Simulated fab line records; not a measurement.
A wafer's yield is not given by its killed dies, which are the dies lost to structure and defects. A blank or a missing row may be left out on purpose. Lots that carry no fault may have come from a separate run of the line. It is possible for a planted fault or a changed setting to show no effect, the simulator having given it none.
8D (eight disciplines) problem report, filled in by code :: flow n5_finfet :: the parts of the form that need people (team, actions taken, sign-off) are left out

## 1. WHAT IS WRONG
At N5_BEOL_M2_OCD_MEAS_38, trench_depth_nm averages 69.1 nm over 5 wafers from 3 lots, while fault-free wafers read 55.0 nm, standard deviation 0.6. That is +24 standard deviations from the usual mean.
Earliest sighting: wafer L270.1 on ocd-01 at day 10 06:32. The record holds 24 wafers of 8 lots with a number at this step. By rule, "out" or "out of limits" means more than 4 standard deviations away from the usual mean. Any other wafer with a number is counted as sound.

## 2. WHAT IT IS, WHAT IT ISN'T
question: which readings at this step
is: trench_depth_nm
is not: -

question: which lots
is: L270, L274, L275
is not: L262, L265, L269, L271, L281

question: which wafers of those lots
is: L270.1, L270.5, L274.2, L274.5, L275.5
is not: L270.6, L274.6, L275.3, L275.4

question: read on which gauges
is: ocd-01, ocd-02
is not: -

question: when
is: from day 10 06:32
is not: up to then (13 sound wafers); but 6 sound wafers of L274, L275, L281 came after

## 3. SUSPECTS, AND WHAT RULES EACH OUT
Counting: if a tool at a process step up to the reading ran every lot that is out, it stays a suspect. Sound lots after the first of them don't rule it out here, since some wafers of a struck lot are sound.
- the gauge at N5_BEOL_M2_OCD_MEAS_38: ruled out. 2 gauges (ocd-01, ocd-02) read the wafers that are out.
- rie_diel-02 at N5_BEOL_M2_TRENCH_ETCH_37 (etches SiOC in C4F6/O2, target depth 55.555 nm, time 29.2 s): kept. Ran every lot that is out, first one L270 (day 10 06:23); last sound lot up to then L271 (day 9 19:14). Its own readings are out on those wafers: run_length_s.
After counting, what remains is rie_diel-02 at N5_BEOL_M2_TRENCH_ETCH_37.

## 4. THE CAUSE (what the simulator had put in)
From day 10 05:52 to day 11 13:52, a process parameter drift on rie_diel-02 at N5_BEOL_M2_TRENCH_ETCH_37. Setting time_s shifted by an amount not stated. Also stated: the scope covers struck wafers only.
The count eliminated every tool but this one.

## 5. SEQUENCE OF EFFECTS, ordered by route
One row per reading whose mean, taken over the struck wafers that have a number, lies over 3 standard deviations from the usual. Only readings whose record carries a usual standard deviation are examined. hours: median over the lots of the time between each lot's start at the first step of this table that gives one and its start at this step. sigmas: the change, counted in usual standard deviations.
hours: 0
step: N5_BEOL_M2_TRENCH_ETCH_37
reading: run_length_s
usual: 52.6 s
on struck wafers: 59.8
change: +7.2
sigmas: +18

hours: 0
step: N5_BEOL_M2_OCD_MEAS_38
reading: trench_depth_nm
usual: 55.0 nm
on struck wafers: 69.1
change: +14.1
sigmas: +24

hours: 4
step: N5_BEOL_M2_THK_MEAS_53
reading: M2_THK
usual: 38.6 nm
on struck wafers: 53.4
change: +14.8
sigmas: +9.9

hours: 4
step: N5_BEOL_M2_RS_MEAS_58
reading: M2_RS
usual: 0.69 ohm/sq
on struck wafers: 0.46
change: -0.23
sigmas: -7.0

hours: 25
step: N5_BEOL_M4_RC_MEAS_101
reading: SERP_M2
usual: 205 ohm/um
on struck wafers: 143
change: -62
sigmas: -3.6

hours: 25
step: N5_BEOL_M4_RC_MEAS_101
reading: SERP_M2_max_site
usual: 218 ohm/um
on struck wafers: 151
change: -67
sigmas: -3.5
It contains these process steps:
- N5_BEOL_M2_TRENCH_ETCH_37: etches SiOC in C4F6/O2, target depth 55.555 nm, time 29.2 s.

## 6. WHAT WOULD HAVE CAUGHT IT SOONER
In this record the first reading out of limits at a measuring or inspecting step was taken at day 10 06:32, 1 hour after the fault began at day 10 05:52.
The tool's own readings at N5_BEOL_M2_TRENCH_ETCH_37 were out on every struck wafer that the step has a row for (run_length_s): an alarm limit on them would have fired on the first of those.
Lots out: 3; of these, L274, L275 started N5_BEOL_M2_TRENCH_ETCH_37 on rie_diel-02 after day 10 06:32. A hold on the tool at that time would have spared those 2.
